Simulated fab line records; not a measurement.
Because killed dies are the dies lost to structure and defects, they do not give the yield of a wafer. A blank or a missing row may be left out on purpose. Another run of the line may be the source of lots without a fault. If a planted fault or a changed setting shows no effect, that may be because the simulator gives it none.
Chamber matching ; flow nandHarc ; NHARC_A_STAIRCASE_ETCHBACK_157 on rieDiel-01: 4 sister chambers
The step etches the open film in CH3F/O2, target depth 90 nm, time 167.14 s. 4 wafers are shown with their chamber, then 11 later ones without.

WAFERS, EACH WITH ITS CHAMBER
wafer;chamber;showerheadPlenumPTorr (Torr)
L082.6;2;2.28
L081.1;0;2.64
L081.4;1;2.47
L086.1;3;2.36

WAFERS MISSING THEIR CHAMBER
wafer;showerheadPlenumPTorr (Torr)
L086.5;2.64
L086.6;2.47
L089.2;2.66
L089.3;2.47
L089.6;2.64
L092.3;2.47
L092.4;2.63
L092.6;2.66
L097.1;2.63
L097.2;2.46
L097.5;2.65

WHICH CHAMBER EACH ONE RAN IN
wafer;from the rows above;in truth
L086.5;0;0
L086.6;1;1
L089.2;0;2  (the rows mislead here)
L089.3;1;1
L089.6;0;0
L092.3;1;1
L092.4;0;0
L092.6;0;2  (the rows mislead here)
L097.1;0;0
L097.2;1;1
L097.5;0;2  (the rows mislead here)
Placed correctly: 8 of 11. Left unplaced by these rows: 0. Number placed wrongly: 3.
How it was worked out, from the rows above alone: a wafer's distance from a chamber is the root of the sum, over the readings, of the square of ((its reading less the chamber's mean) divided by the reading's scatter). If the next closest chamber is less than 2 further off than the closest, the wafer can't be placed; otherwise it belongs to the closest. For every chamber, the mean is computed from those of its wafers that are shown. The scatter: root of mean squared gap, hidden wafer to nearest shown wafer, with one shown wafer a chamber.
